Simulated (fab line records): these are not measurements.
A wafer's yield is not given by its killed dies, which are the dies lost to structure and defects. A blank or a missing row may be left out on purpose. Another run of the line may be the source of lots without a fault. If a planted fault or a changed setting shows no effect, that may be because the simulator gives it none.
Chamber matching ; flow nandHarc ; NHARC_A_STAIRCASE_DESCUM_443 on rieDiel-09 has 4 sister chambers
The step chemistry O2, time 3 s. 4 wafers are shown with their chamber, then 10 later ones without.

WAFERS, EACH WITH ITS CHAMBER
wafer;chamber;drypumpMotorCurrentA (A)
L086.6;2;6.2
L089.5;1;5.7
L093.3;0;4.8
L093.5;3;6.3

WAFERS WHOSE CHAMBER IS MISSING
wafer;drypumpMotorCurrentA (A)
L093.6;6.2
L092.3;5.7
L092.4;6.2
L092.6;6.3
L096.3;5.7
L096.4;6.4
L096.5;5.7
L097.3;4.8
L097.5;5.7
L097.6;6.2

THE CHAMBER EACH PASSED THROUGH
wafer;from the rows above;in truth
L093.6;2;2
L092.3;1;1
L092.4;2;2
L092.6;3;3
L096.3;1;1
L096.4;3;3
L096.5;1;1
L097.3;0;0
L097.5;1;1
L097.6;2;2
10 of 10 placed correctly. Number that these rows cannot place: 0. 0 placed wrongly.
How it was worked out, from the rows above alone: a wafer's distance from a chamber is the root of the sum, over the readings, of the square of ((its reading less the chamber's mean) divided by the reading's scatter). The wafer belongs to the nearest chamber; if the next one is less than 2 further off, it can't be placed. For every chamber, the mean is computed from those of its wafers that are shown. The scatter: root of mean squared gap, hidden wafer to nearest shown wafer, with one shown wafer a chamber.
